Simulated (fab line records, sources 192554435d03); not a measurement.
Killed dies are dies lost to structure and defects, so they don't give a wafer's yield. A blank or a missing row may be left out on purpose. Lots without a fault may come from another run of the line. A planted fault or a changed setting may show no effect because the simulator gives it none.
fab line records | flow n5_finfet
record lots=7 wafers=20 last_day=17
route steps=1938 shown BEOL_M4@1039 PASSIVATION@1936
lots that met no fault: from a run of the same line without faults
start_h: hours from the record's first day to the start of the lot's first wafer shown | wait_h: hours since the lot's step before | " the same as in the row above | L1.1+2: a row that stands for several wafers | - no value, or no start given | * or withheld: withheld | < > ~ a bound
route shown NAME@n: a module of which the file shows steps, and the number in the route of the first | usual: mean/standard deviation of fault-free wafers | same: alike in all rows | chamber/n: place in a boat | sites: the reading at each site | _std_site: their standard deviation | _edge_site: outer sites' mean less inner sites' | radius_mm: how far each site lies from the wafer's centre | mask NAME#n: copy n | behind: the tool/chamber that last shaped the wafer | hold: why the lot was held/for how many hours/how that ended | device: the transistor (n, p or np) that didn't switch | end of line: the same wafers' tests at the end of the route | a step without rows: its recipe alone | killed: dies lost to structure and defects at the first sort, not the wafer's yield | map: a wafer's dies, x killed, . not, _ none there
set.NAME: the setting as run; set.NAME@STEP: as run at that earlier step | model.NAME: the simulator's own value behind a step, which no gauge read
steps of the route over a sample of lots; a table a step, a row a wafer
services: from which hour (start_h, from the record's first day; less than 0 if before it) a tool's chamber was out of use, for how many hours, and why
## steps
# step N5_BEOL_M4_ETCH_63
# recipe chemistry=CF4 target=SiARC target_depth_a=156 mask_material=CAR-EUV time_s=26 ion_energy_ev=80 pressure_mtorr=40 source_w=545 bias_w=36 Ar_flow_sccm=100 cf4_flow_sccm=100 ends=cleared
# usual bias_w=36.01/0.12 cf4_flow_sccm=100.0/0.31 drypump_motor_current_A=5.9/0.43 etch_rf_on_time_s=26.4/0.93 oes_product_au=0.65/0.061 rf_vpp_V=184.0/1 showerhead_plenum_p_Torr=2.15/0.059 throttle_valve_pct=15.69/0.18
# columns lot.wafer tool chamber start_h wait_h bias_w cf4_flow_sccm drypump_motor_current_A etch_rf_on_time_s oes_product_au rf_hours_counter_h rf_vpp_V showerhead_plenum_p_Torr throttle_valve_pct
L287.1 rie_diel-01 0 188.47 0.0 36.09 100.2 6.4 27.6 0.64 145 184.9 2.23 15.74
L287.2 " 2 " " 36.15 99.6 6.2 26.0 0.76 33 184.4 2.18 15.62
L287.6 " 2 " " 36.04 99.8 6.3 25.7 0.77 - 184.8 2.18 15.64
L297.4 rie_diel-01 2 242.24 0.0 35.95 100.0 6.2 25.6 0.75 52 183.8 2.17 15.66
L297.5 " 0 " " 35.86 99.7 6.4 27.5 0.63 - 184.3 2.22 15.76
L297.6 " 1 " " 35.98 99.7 5.9 26.5 0.59 - 182.1 2.04 15.66
L299.2 rie_diel-01 3 247.32 0.0 36.02 100.4 6.1 25.2 0.61 247 184.1 2.10 15.98
L299.3 " 0 " " 36.23 99.8 6.5 27.8 0.63 164 184.4 2.22 15.77
L299.6 " 1 " " 35.98 99.9 5.9 27.0 0.58 - 181.5 2.04 15.68
L303.1 rie_diel-06 2 259.73 0.0 36.07 100.3 5.4 27.1 0.60 222 183.1 2.11 15.65
L303.4 " 1 " " 36.12 100.0 6.5 25.5 0.81 7 184.4 2.19 15.47
L303.5 " 1 " " 36.15 100.1 6.5 25.5 0.81 - 185.2 2.19 15.46
L300.3 rie_diel-01 0 260.33 0.0 36.08 100.5 6.4 27.6 0.62 169 183.9 2.22 15.78
L300.4 " 2 " " 35.98 99.8 6.2 25.6 0.74 - 184.4 2.17 15.67
L300.6 " 0 " " 36.01 100.6 6.5 27.4 0.63 - 185.2 2.22 15.79
L302.1 rie_diel-01 2 267.02 0.0 35.90 99.8 6.2 25.8 0.73 62 184.4 2.17 15.69
L302.4 " 2 " " 36.04 100.2 6.2 26.0 0.73 - 183.3 2.17 15.69
L308.1 rie_diel-06 0 311.11 0.0 35.93 100.0 5.7 25.6 0.64 167 185.2 2.24 15.81
L308.2 " 1 " " 35.83 100.7 6.5 25.9 0.76 23 183.2 2.18 15.49
L308.5 " 2 " " 36.06 100.1 5.4 27.2 0.59 - 183.6 2.11 15.66
# step N5_BEOL_M4_DESCUM_33
# recipe chemistry=O2 time_s=7 source_power_w=50 bias_power_w=20 pressure_mtorr=20 rf_frequency_hz=2.712e+07 temp_c=40 resist=CAR-EUV o2_flow_sccm=225
# usual drypump_motor_current_A=5.9/0.42 o2_flow_sccm=225.0/0.67 oes_product_au=0.77/0.071 rf_vpp_V=243.2/1.1 showerhead_plenum_p_Torr=2.09/0.064 temp_c=40.00/0.12 throttle_valve_pct=20.4/0.34
# columns lot.wafer tool chamber start_h wait_h drypump_motor_current_A o2_flow_sccm oes_product_au rf_hours_counter_h rf_vpp_V showerhead_plenum_p_Torr temp_c throttle_valve_pct
L287.1 rie_diel-06 1 189.48 0.2 6.5 223.8 0.70 242 244.4 2.12 39.92 20.5
L287.2 " 2 " " 5.3 225.0 0.73 196 243.7 2.08 39.89 20.3
L287.6 " 2 " " 5.4 224.2 0.73 - 242.9 2.08 39.94 20.3
L297.4 rie_diel-01 3 243.18 0.1 6.2 225.2 0.68 247 242.3 2.08 40.06 21.0
L297.5 " 1 " " 6.0 224.6 0.71 - 241.9 1.97 40.07 20.3
L297.6 " 0 " " 6.5 224.4 0.76 - 244.7 2.17 40.20 20.6
L299.2 rie_diel-06 3 248.44 0.0 5.3 225.3 0.80 62 244.6 2.13 40.00 20.5
L299.3 " 0 " " 5.7 225.2 0.78 146 243.0 2.19 40.12 20.5
L299.6 " 2 " " 5.4 225.8 0.71 - 243.0 2.07 40.04 20.3
L303.1 rie_diel-01 1 260.80 0.0 6.0 225.0 0.70 199 241.1 1.97 39.94 20.3
L303.4 " 2 " " 6.2 226.0 0.88 - 243.4 2.13 40.01 20.6
L303.5 " 1 " " 6.0 224.3 0.70 - 242.9 1.97 39.97 20.3
L300.3 rie_diel-03 1 261.29 0.0 5.5 224.4 0.80 101 244.1 2.12 40.00 20.6
L300.4 " 0 " " 6.1 225.3 0.69 201 242.3 2.11 39.89 21.0
L300.6 " 3 " " 6.3 224.9 0.84 - 240.9 2.00 40.10 19.9
L302.1 rie_diel-06 0 268.05 0.2 5.7 225.0 0.77 153 243.5 2.19 39.93 20.5
L302.4 " 2 " " 5.4 225.6 0.71 225 243.0 2.07 39.84 20.4
L308.1 rie_diel-03 3 311.94 0.0 6.3 225.4 0.82 122 243.1 2.00 40.25 20.0
L308.2 " 1 " " 5.5 225.5 0.78 116 241.8 2.11 39.77 20.7
L308.5 " 0 " " 6.1 224.4 0.68 - 243.2 2.10 40.10 21.0
# step N5_BEOL_M4_ETCH_69
# recipe chemistry=CF4 target=SiARC target_depth_a=156 mask_material=CAR-EUV time_s=26 ion_energy_ev=80 pressure_mtorr=40 source_w=545 bias_w=36 Ar_flow_sccm=100 cf4_flow_sccm=100 ends=cleared
# usual bias_w=36.02/0.095 cf4_flow_sccm=100.05/0.29 drypump_motor_current_A=5.9/0.42 etch_rf_on_time_s=26.4/0.89 oes_product_au=0.65/0.057 rf_vpp_V=184.0/0.94 showerhead_plenum_p_Torr=2.14/0.056 throttle_valve_pct=15.68/0.22
# columns lot.wafer tool chamber start_h wait_h bias_w cf4_flow_sccm drypump_motor_current_A etch_rf_on_time_s oes_product_au rf_hours_counter_h rf_vpp_V showerhead_plenum_p_Torr throttle_valve_pct
L287.1 rie_diel-06 1 189.53 0.0 36.12 99.72 6.5 27.5 0.58 242 184.6 2.19 15.92
L287.2 " 2 " " 35.94 100.18 5.3 27.0 0.63 196 183.5 2.12 15.57
L287.6 " 2 " " 36.03 99.90 5.4 27.1 0.62 - 183.3 2.12 15.57
L297.4 rie_diel-01 3 243.23 0.0 36.01 100.17 6.1 25.0 0.61 247 183.0 2.10 16.00
L297.5 " 1 " " 35.99 100.13 6.0 27.0 0.58 - 182.2 2.04 15.67
L297.6 " 0 " " 36.08 99.97 6.4 27.9 0.62 - 183.7 2.22 15.75
L299.2 rie_diel-06 3 248.49 0.0 - - - - - - - - -
L299.3 " 0 " " - - - - - - - - -
L299.6 " 2 " " - - - - - - - - -
L303.1 rie_diel-01 1 260.85 0.0 - - - - - - - - -
L303.4 " 2 " " - - - - - - - - -
L303.5 " 1 " " - - - - - - - - -
L300.3 rie_diel-03 1 261.34 0.0 36.09 99.68 5.5 25.6 0.68 101 183.9 2.17 15.87
L300.4 " 0 " " 36.00 100.12 6.1 24.9 0.61 201 183.1 2.13 15.99
L300.6 " 3 " " 36.17 100.25 6.3 25.9 0.69 - 183.0 2.08 15.32
L302.1 rie_diel-06 0 268.10 0.0 35.99 99.67 5.7 25.3 0.65 153 183.8 2.24 15.78
L302.4 " 2 " " 36.12 100.30 5.4 27.2 0.60 225 183.5 2.11 15.65
L308.1 rie_diel-03 3 311.99 0.0 36.12 99.89 6.3 26.4 0.67 122 184.2 2.07 15.34
L308.2 " 1 " " 36.17 100.30 5.5 26.2 0.66 116 187.2 2.16 15.88
L308.5 " 0 " " 35.97 100.14 6.1 25.3 0.59 - 183.3 2.12 16.03
# step N5_BEOL_M4_ALD_98
# recipe material=SiO2 target_thk_a=25 temp_c=100 ald_precursor_family=BDEAS ald_co_reactant=O2-plasma pulse_time_s=1 co_reactant_pulse_time_s=1 purge_time_s=2 co_reactant_purge_time_s=2 ald_cycles=17 pressure_torr=2
# usual heater_power_w=81/7.1 precursor_pulse_height_rel=1.001/0.02
# same co_reactant_pulse_time_s=1 pulse_time_s=1
# columns lot.wafer tool chamber start_h wait_h heater_power_w precursor_pulse_height_rel
L287.1 ald_sin-02 3 189.99 0.4 83 0.997
L287.2 " 1 " " 90 0.958
L287.6 " 2 " " 73 1.012
L297.4 ald_sin-03 2 243.52 0.3 85 0.972
L297.5 " 2 " " 88 1.001
L297.6 " 3 " " 77 1.000
L299.2 ald_sin-02 1 248.76 0.2 90 0.994
L299.3 " 3 " " 84 1.017
L299.6 " 1 " " 90 0.989
L303.1 ald_sin-03 0 260.94 0.1 90 0.980
L303.4 " 1 " " 71 1.000
L303.5 " 3 " " 76 1.009
L300.3 ald_sin-03 2 261.42 0.1 89 1.009
L300.4 " 1 " " 71 0.975
L300.6 " 2 " " 88 1.043
L302.1 ald_sin-03 2 268.19 0.1 89 0.998
L302.4 " 0 " " 89 0.999
L308.1 ald_sin-02 0 312.08 0.1 69 1.011
L308.2 " 1 " " 92 0.981
L308.5 " 1 " " 91 1.027
# step N5_BEOL_M4_ETCHBACK_99
# recipe chemistry=CHF3 target=SiO2 target_depth_a=50 time_s=10.4 source_w=215 bias_w=47 Ar_flow_sccm=200 CHF3_flow_sccm=12 ion_energy_ev=100 pressure_mtorr=30
# usual bias_w=47.01/0.15 drypump_motor_current_A=5.9/0.42 oes_f_703_au=0.76/0.07 oes_product_au=0.77/0.072 rf_vpp_V=239/6.2 showerhead_plenum_p_Torr=2.16/0.059 throttle_valve_pct=17.14/0.22
# columns lot.wafer tool chamber start_h wait_h bias_w drypump_motor_current_A oes_f_703_au oes_product_au rf_hours_counter_h rf_vpp_V showerhead_plenum_p_Torr throttle_valve_pct
L287.1 rie_diel-03 2 190.58 0.5 46.85 5.4 0.70 0.72 184 244 2.13 16.86
L287.2 " 0 " " 47.11 6.1 0.76 0.72 177 224 2.16 17.49
L287.6 " 3 " " 47.17 6.3 0.80 0.83 - 240 2.09 16.66
L297.4 rie_diel-01 2 244.27 0.7 47.10 6.2 0.87 0.87 52 240 2.19 17.17
L297.5 " 2 " " 47.02 6.2 0.86 0.87 - 240 2.19 17.18
L297.6 " 1 " " 47.20 6.0 0.66 0.70 - 241 2.07 17.22
L299.2 rie_diel-06 1 248.94 0.1 46.83 6.5 0.94 0.36 2 245 2.21 16.97
L299.3 " 2 " " 46.97 5.4 0.72 0.27 217 234 2.12 16.99
L299.6 " 0 " " 47.10 5.7 0.77 0.29 - 230 2.25 17.14
L303.1 rie_diel-01 0 262.36 1.4 46.72 6.5 0.71 0.29 170 243 2.22 17.10
L303.4 " 2 " " 46.97 6.2 0.85 0.32 - 241 2.19 17.16
L303.5 " 1 " " 47.19 5.9 0.67 0.26 - 243 2.06 17.20
L300.3 rie_diel-03 1 264.38 2.9 46.87 5.4 0.80 0.79 102 238 2.17 17.26
L300.4 " 2 " " 46.80 5.4 0.68 0.69 210 244 2.12 16.89
L300.6 " 1 " " 46.71 5.4 0.81 0.79 - 240 2.17 17.28
L302.1 rie_diel-03 3 270.92 2.7 46.98 6.3 0.78 0.81 108 240 2.08 16.72
L302.4 " 1 " " 47.11 5.5 0.80 0.79 104 239 2.17 17.29
L308.1 rie_diel-01 0 315.38 3.3 46.90 6.5 0.71 0.73 191 244 2.21 17.21
L308.2 " 1 " " 46.84 5.9 0.65 0.68 220 242 2.06 17.25
L308.5 " 0 " " 47.04 6.5 0.71 0.73 - 243 2.21 17.20
# step N5_BEOL_M4_VIA_ETCH_34
# recipe chemistry=C4F6/O2 target_depth_a=694 mask_material=SOC pressure_mtorr=15 ion_energy_ev=250 taper_deg=4 time_s=65.9 source_w=350 bias_w=170 Ar_flow_sccm=300 C4F6_flow_sccm=10 O2_flow_sccm=10
# usual C4F6_flow_sccm=10.00/0.031 O2_flow_sccm=9.995/0.03 bias_w=170.0/0.51 drypump_motor_current_A=5.9/0.42 oes_f_703_au=0.76/0.071 oes_product_au=0.76/0.072 rf_vpp_V=661/16 showerhead_plenum_p_Torr=2.85/0.074 throttle_valve_pct=30.80/0.3
# columns lot.wafer tool chamber start_h wait_h C4F6_flow_sccm O2_flow_sccm bias_w drypump_motor_current_A oes_f_703_au oes_product_au rf_hours_counter_h rf_vpp_V showerhead_plenum_p_Torr throttle_valve_pct
L287.1 rie_diel-03 2 190.72 0.0 10.03 9.968 169.8 5.4 0.69 0.71 184 676 2.81 30.49
L287.2 " 0 " " 10.04 10.025 169.7 6.1 0.77 0.72 177 627 2.86 31.31
L287.6 " 3 " " 10.04 9.978 170.2 6.3 0.80 0.82 - 664 2.76 30.32
L297.4 rie_diel-01 2 244.41 0.0 9.99 10.013 170.5 6.2 0.85 0.87 52 666 2.89 30.96
L297.5 " 2 " " 9.97 10.015 170.7 6.2 0.86 0.86 - 665 2.89 30.95
L297.6 " 1 " " 10.00 10.029 168.9 5.9 0.67 0.70 - 667 2.73 30.75
L299.2 rie_diel-06 1 249.08 0.0 10.00 10.024 170.7 6.5 0.91 0.36 2 679 2.92 30.75
L299.3 " 2 " " 10.02 10.011 169.8 5.4 0.72 0.28 217 642 2.80 30.27
L299.6 " 0 " " 10.01 9.946 170.2 5.8 0.77 0.29 - 637 2.97 30.68
L303.1 rie_diel-01 0 262.50 0.0 10.04 9.957 170.6 6.5 0.71 0.27 170 671 2.93 30.75
L303.4 " 2 " " 9.99 9.984 169.0 6.2 0.85 0.31 - 664 2.89 30.86
L303.5 " 1 " " 10.00 9.959 169.5 5.9 0.66 0.26 - 669 2.73 30.65
L300.3 rie_diel-03 1 264.52 0.0 9.99 9.952 170.0 5.5 0.80 0.79 102 660 2.87 30.84
L300.4 " 2 " " 9.95 10.011 170.0 5.4 0.67 0.68 210 673 2.80 30.51
L300.6 " 1 " " 9.98 10.030 170.4 5.4 0.80 0.79 - 659 2.87 30.84
L302.1 rie_diel-03 3 271.06 0.0 10.01 9.984 170.3 6.3 0.76 0.80 109 663 2.75 30.35
L302.4 " 1 " " 9.98 10.001 170.6 5.4 0.80 0.79 104 658 2.87 30.84
L308.1 rie_diel-01 0 315.52 0.0 9.94 9.963 169.9 6.5 0.70 0.72 191 670 2.92 30.86
L308.2 " 1 " " 10.00 10.015 169.5 6.0 0.64 0.68 220 667 2.72 30.78
L308.5 " 0 " " 9.95 9.990 169.6 6.5 0.70 0.72 - 672 2.92 30.87
# step N5_BEOL_M4_RC_MEAS_101
# usual DIBL_N=36.6/2.1 DIBL_P=36.5/2.7 IOFF_N=0.17/0.043 IOFF_P=0.22/0.045 ION_N=674/17 ION_P=461/9.9 SS_N=71.7/0.79 SS_P=73.4/0.79 VT_N=249/4 VT_P=-250/3.3
# columns lot.wafer tool chamber start_h wait_h DIBL_N[mV/V] DIBL_P[mV/V] IOFF_N[nA/um] IOFF_P[nA/um] ION_N[uA/um] ION_P[uA/um] SS_N[mV/dec] SS_P[mV/dec] VT_N[mV] VT_P[mV]
L287.1 prober-02 0 194.93 0.0 40.5 39.4 0.23 0.26 695 463 73.2 74.4 247 -250
L287.2 " 0 " " 37.7 35.1 0.17 0.19 676 454 72.8 73.9 250 -254
L287.6 " 0 " " 38.3 37.4 0.20 0.23 693 464 72.4 73.9 248 -248
L297.4 prober-01 0 250.24 0.5 34.9 33.3 0.14 0.17 683 465 71.6 72.3 252 -248
L297.5 " 0 " " 35.6 34.0 0.16 0.19 686 470 71.4 72.0 248 -248
L297.6 " 0 " " 36.1 35.9 0.15 0.21 680 467 71.4 73.3 251 -246
L300.3 prober-01 0 269.98 0.3 39.8 41.0 0.22 0.27 696 465 72.8 74.6 245 -246
L300.4 " 0 " " 36.4 36.3 0.14 0.19 658 452 71.2 72.9 255 -252
L300.6 " 0 " " 31.1 30.7 0.09 0.13 644 447 69.8 72.0 257 -255
L302.1 prober-02 0 275.77 0.0 37.5 37.3 0.21 0.22 678 460 71.7 73.9 244 -250
L302.4 " 0 " " 36.2 36.1 0.18 0.20 699 469 71.6 73.4 246 -250
L308.1 prober-02 0 320.30 0.0 38.0 35.3 0.19 0.20 693 467 72.9 73.4 246 -252
L308.2 " 0 " " 37.7 35.8 0.16 0.20 654 445 71.8 73.4 251 -252
L308.5 " 0 " " 35.5 33.8 0.14 0.17 680 472 71.3 73.6 251 -252
# step N5_PASSIVATION_PROBE_49
# usual defect_limited_yield=91.5/1.7 killed_at_M0_to_M3=33/11 killed_at_M4_up=13/5.2 killed_at_contacts=11/5.7 killed_at_front_end=39/11 killed_at_other=4/3 killed_dies=101/20 killed_on_rim=13/4.1 killed_open=66/15 killed_short=33/8.4 sort_bin_5_function=5.0/1.1 sort_bin_6_memory=3.2/0.69 sort_bin_8_speed=0.1/0.52 sort_n_pass=1078/20 sort_yield_pct=91.4/1.7
# same gross_dies=1180 killed_at_back_side=0 sort_bin_4_leakage[%]=0
# columns lot.wafer tool chamber start_h wait_h defect_limited_yield[%] killed_at_M0_to_M3 killed_at_M4_up killed_at_contacts killed_at_front_end killed_at_other killed_dies killed_on_rim killed_open killed_short sort_bin_5_function[%] sort_bin_6_memory[%] sort_bin_8_speed[%] sort_n_pass sort_yield_pct[%]
L287.1 prober-01 - 297.33 0.0 89.6 43 25 12 39 4 123 17 84 35 6.9 3.2 0 1057 89.6
L287.2 prober-01 - 297.38 0.1 90.3 31 20 19 40 4 114 18 68 37 5.7 3.8 0 1066 90.3
L287.6 prober-01 - 297.58 0.3 91.8 19 18 10 48 2 97 16 67 27 5.1 2.9 0 1083 91.8
L299.2 prober-01 - 354.15 0.1 0 35 1072 13 57 3 1180 152 86 40 95.5 4.0 0 0 0
L299.3 prober-01 - 354.20 0.1 0 32 1090 21 32 5 1180 152 62 37 96.0 3.8 0 0 0
L299.6 prober-01 - 354.35 0.3 0 46 1083 15 32 4 1180 152 60 48 96.4 3.3 0 0 0
L297.4 prober-01 - 364.26 0.2 87.2 54 22 4 67 4 151 21 97 54 8.1 4.5 0 1029 87.2
L297.5 prober-01 - 364.31 0.2 90.2 39 18 11 47 1 116 11 78 34 5.5 4.1 0 1064 90.2
L297.6 prober-01 - 364.36 0.3 88.5 55 20 14 44 3 136 16 96 37 6.9 4.4 0 1044 88.5
L300.3 prober-01 - 372.64 0.1 90.6 40 18 4 43 6 111 16 71 40 4.7 4.2 0 1069 90.6
L300.4 prober-01 - 372.69 0.2 91.9 39 15 5 33 4 96 10 65 30 5.3 2.7 0 1084 91.9
L300.6 prober-01 - 372.79 0.3 90.1 34 14 11 46 12 117 11 65 52 5.8 3.4 0.3 1060 89.8
L303.1 prober-01 - 378.54 0.0 0 21 1117 5 31 6 1180 152 36 33 97.9 1.9 0 0 0
L303.4 prober-01 - 378.69 0.2 0 52 1083 9 28 8 1180 152 63 51 95.9 3.5 0 0 0
L303.5 prober-01 - 378.74 0.2 0 24 1113 4 34 5 1180 152 65 13 96.9 2.9 0 0 0
L302.1 prober-02 - 382.02 0.0 90.4 38 14 3 56 2 113 16 62 46 5.2 3.6 0 1067 90.4
L302.4 prober-02 - 382.17 0.2 91.6 42 13 4 38 2 99 17 63 36 5.2 3.1 0 1081 91.6
L308.1 prober-02 - 419.39 0.0 92.9 21 18 9 32 4 84 13 59 20 4.7 2.5 0 1096 92.9
L308.2 prober-02 - 419.44 0.1 93.9 25 10 7 27 3 72 14 55 16 3.4 2.6 0 1108 93.9
L308.5 prober-02 - 419.59 0.2 89.2 27 23 26 51 0 127 24 86 40 6.4 4.2 0 1053 89.2
# killed by level:class
L287.1 BEOL_M0_SAQP:geometric_particle:open=13 MOL_CONTACT_COAG:geometric_particle:open=11 BEOL_M4:geometric_particle:open=11 STI_FIN_REVEAL:geometric_particle:open=9 BEOL_M3:geometric_particle:open=9 BEOL_M0_SAQP:geometric_particle:short=8 FIN_SAQP:geometric_particle:open=5 GATE_CUT:geometric_particle:short=5
L287.2 MOL_CONTACT_COAG:geometric_particle:open=10 MOL_CONTACT_COAG:geometric_particle:short=9 STI_FIN_REVEAL:geometric_particle:open=8 BEOL_M4:geometric_particle:open=8 FIN_SAQP:geometric_particle:open=7 BEOL_M1:geometric_particle:open=7 STARTING-WAFER:geometric_particle:open=6 BEOL_M3:geometric_particle:short=6
L287.6 STI_FIN_REVEAL:geometric_particle:open=22 MOL_CONTACT_COAG:geometric_particle:open=8 BEOL_M1:geometric_particle:open=7 GATE_CUT:geometric_particle:open=6 STI_FIN_REVEAL:geometric_particle:short=4 BEOL_M3:geometric_particle:open=4 BEOL_M4:geometric_particle:open=4 BEOL_M5:geometric_particle:open=4
L299.2 BEOL_M4:area_etch=1052 STI_FIN_REVEAL:geometric_particle:open=21 BEOL_M4:geometric_particle:open=11 MOL_CONTACT_COAG:geometric_particle:open=9 BEOL_M2:geometric_particle:open=9 BEOL_M0_SAQP:geometric_particle:open=8 STI_FIN_REVEAL:geometric_particle:short=7 BEOL_M1:geometric_particle:open=6
L299.3 BEOL_M4:area_etch=1081 MOL_CONTACT_COAG:geometric_particle:open=16 STI_FIN_REVEAL:geometric_particle:open=9 GATE_CUT:geometric_particle:short=9 BEOL_M3:geometric_particle:open=8 MOL_CONTACT_COAG:geometric_particle:short=5 BEOL_M0_SAQP:geometric_particle:short=5 BEOL_M0_SAQP:geometric_particle:open=5
L299.6 BEOL_M4:area_etch=1071 MOL_CONTACT_COAG:geometric_particle:open=12 BEOL_M2:geometric_particle:short=9 FIN_SAQP:geometric_particle:short=8 BEOL_M0_SAQP:geometric_particle:short=8 BEOL_M0_SAQP:geometric_particle:open=7 BEOL_M3:geometric_particle:open=7 BEOL_M2:geometric_particle:open=5
L297.4 FIN_SAQP:geometric_particle:open=18 STI_FIN_REVEAL:geometric_particle:open=18 BEOL_M0_SAQP:geometric_particle:short=13 BEOL_M3:geometric_particle:open=11 BEOL_M4:geometric_particle:open=10 BEOL_M0_SAQP:geometric_particle:open=9 FIN_SAQP:geometric_particle:short=8 BEOL_M3:geometric_particle:short=8
L297.5 STI_FIN_REVEAL:geometric_particle:open=12 BEOL_M3:geometric_particle:open=10 FIN_SAQP:geometric_particle:open=8 DUMMY_GATE:geometric_particle:open=6 MOL_CONTACT_COAG:geometric_particle:open=6 BEOL_M2:geometric_particle:open=6 STARTING-WAFER:geometric_particle:open=6 FIN_SAQP:geometric_particle:short=5
L297.6 STI_FIN_REVEAL:geometric_particle:open=19 BEOL_M4:geometric_particle:open=14 BEOL_M0_SAQP:geometric_particle:open=12 MOL_CONTACT_COAG:geometric_particle:open=12 BEOL_M0_SAQP:geometric_particle:short=9 BEOL_M1:geometric_particle:open=8 BEOL_M3:geometric_particle:open=7 STI_FIN_REVEAL:geometric_particle:short=7
L300.3 BEOL_M0_SAQP:geometric_particle:short=15 STI_FIN_REVEAL:geometric_particle:open=11 FIN_SAQP:geometric_particle:open=9 BEOL_M0_SAQP:geometric_particle:open=9 BEOL_M5:geometric_particle:open=8 FIN_SAQP:geometric_particle:short=6 BEOL_M2:geometric_particle:open=6 BEOL_M1:geometric_particle:open=5
L300.4 BEOL_M0_SAQP:geometric_particle:short=12 STI_FIN_REVEAL:geometric_particle:open=11 BEOL_M0_SAQP:geometric_particle:open=11 BEOL_M4:geometric_particle:open=7 BEOL_M2:geometric_particle:open=7 GATE_CUT:geometric_particle:open=5 MOL_CONTACT_COAG:geometric_particle:open=4 FIN_SAQP:geometric_particle:short=3
L300.6 BEOL_M0_SAQP:geometric_particle:short=14 BEOL_M0_SAQP:geometric_particle:open=10 DUMMY_GATE:geometric_particle:open=8 MOL_CONTACT_COAG:geometric_particle:open=8 BEOL_M4:geometric_particle:open=6 FIN_SAQP:geometric_particle:short=5 DUMMY_GATE:geometric_particle:short=5 ILD0:geometric_particle:short=5
L303.1 BEOL_M4:area_etch=1111 FIN_SAQP:geometric_particle:short=7 BEOL_M0_SAQP:geometric_particle:short=7 STI_FIN_REVEAL:geometric_particle:open=6 MOL_CONTACT_COAG:geometric_particle:open=5 BEOL_M0_SAQP:geometric_particle:open=5 STI_FIN_REVEAL:geometric_particle:short=3 DUMMY_GATE:geometric_particle:open=3
L303.4 BEOL_M4:area_etch=1064 BEOL_M0_SAQP:geometric_particle:short=18 BEOL_M4:geometric_particle:open=11 BEOL_M0_SAQP:geometric_particle:open=10 STI_FIN_REVEAL:geometric_particle:open=9 STARTING-WAFER:geometric_particle:short=7 MOL_CONTACT_COAG:geometric_particle:open=6 BEOL_M1:geometric_particle:open=6
L303.5 BEOL_M4:area_etch=1102 BEOL_M0_SAQP:geometric_particle:open=10 STI_FIN_REVEAL:geometric_particle:open=8 FIN_SAQP:geometric_particle:open=7 BEOL_M4:geometric_particle:open=7 BEOL_M3:geometric_particle:open=6 FIN_SAQP:geometric_particle:short=5 MOL_CONTACT_COAG:geometric_particle:open=4
L302.1 BEOL_M0_SAQP:geometric_particle:short=17 BEOL_M0_SAQP:geometric_particle:open=12 FIN_SAQP:geometric_particle:open=9 GATE_CUT:geometric_particle:short=9 FIN_SAQP:geometric_particle:short=8 GATE_CUT:geometric_particle:open=8 BEOL_M4:geometric_particle:open=7 STI_FIN_REVEAL:geometric_particle:open=4
L302.4 GATE_CUT:geometric_particle:short=10 BEOL_M0_SAQP:geometric_particle:open=9 BEOL_M1:geometric_particle:open=9 FIN_SAQP:geometric_particle:open=8 BEOL_M0_SAQP:geometric_particle:short=8 BEOL_M2:geometric_particle:open=8 FIN_SAQP:geometric_particle:short=5 GATE_CUT:geometric_particle:open=5
L308.1 FIN_SAQP:geometric_particle:open=13 STI_FIN_REVEAL:geometric_particle:open=6 MOL_CONTACT_COAG:geometric_particle:open=6 BEOL_M4:geometric_particle:open=6 BEOL_M8:geometric_particle:open=5 FIN_SAQP:geometric_particle:short=4 BEOL_M0_SAQP:geometric_particle:open=4 BEOL_M0_SAQP:geometric_particle:short=4
L308.2 BEOL_M4:geometric_particle:open=8 FIN_SAQP:geometric_particle:open=7 MOL_CONTACT_COAG:geometric_particle:open=6 BEOL_M0_SAQP:geometric_particle:open=5 BEOL_M1:geometric_particle:open=5 BEOL_M3:geometric_particle:open=5 STI_FIN_REVEAL:geometric_particle:open=4 DUMMY_GATE:geometric_particle:open=4
L308.5 MOL_CONTACT_COAG:geometric_particle:open=21 FIN_SAQP:geometric_particle:open=14 FIN_SAQP:geometric_particle:short=14 BEOL_M5:geometric_particle:open=8 STI_FIN_REVEAL:geometric_particle:open=7 BEOL_M1:geometric_particle:open=7 BEOL_M2:geometric_particle:open=6 MOL_CONTACT_COAG:geometric_particle:short=5
## services
# columns tool chamber start_h hours kind
ald_sin-03 0 168.46 15.3 repair
ald_sin-02 0 176.86 13.6 repair
rie_diel-06 1 220.53 - clean
rie_diel-06 1 220.53 - consumable_replace:focus_ring
rie_diel-06 1 220.53 20.2 scheduled_down
rie_diel-06 1 220.53 20.2 vent_cycle
rie_diel-03 - 222.26 2.8 pm
ald_sin-03 2 226.12 7.1 repair
ald_sin-02 1 226.49 5.0 repair
ald_sin-02 - 236.11 2.8 pm
rie_diel-01 3 255.63 - clean
rie_diel-01 3 255.63 - consumable_replace:focus_ring
rie_diel-01 3 255.63 20.5 scheduled_down
rie_diel-01 3 255.63 20.5 vent_cycle
ald_sin-02 2 279.15 34.5 repair
ald_sin-02 0 293.05 6.5 repair
rie_diel-06 3 307.81 6.7 repair
## key
first_sign step=N5_BEOL_M4_ETCH_69 reading=tool_record direction=missing
effect step=N5_BEOL_M4_ETCHBACK_99 reading=oes_product_au direction=down sigmas=6.5 usual=0.77 struck=0.30
effect step=N5_BEOL_M4_VIA_ETCH_34 reading=oes_product_au direction=down sigmas=6.5 usual=0.76 struck=0.29
effect step=N5_PASSIVATION_PROBE_49 reading=killed_at_M4_up direction=up sigmas=99+ usual=13 struck=1093
more_kills_born_at N5_BEOL_M4_ETCH_69@rie_diel-01=3269 N5_BEOL_M4_ETCH_69@rie_diel-06=3195
met_at N5_BEOL_M4_ETCH_69
struck_lots L299,L303
later_rows_left_out L299.2,L299.3,L299.6,L303.1,L303.4,L303.5
not_acting_at N5_BEOL_M4_ETCH_63,N5_BEOL_M4_DESCUM_33,N5_BEOL_M4_ALD_98
onset_between 243.23 248.49
fault kind=skipped_step_whole tool=rie_diel-01,rie_diel-06 chamber=- onset_h=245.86 steps=N5_BEOL_M4_ETCH_69 scope=struck_lots_only
# later_rows_left_out: the simulator's readings of these wafers behind a module that went badly wrong aren't trusted and aren't shown, but for the sort
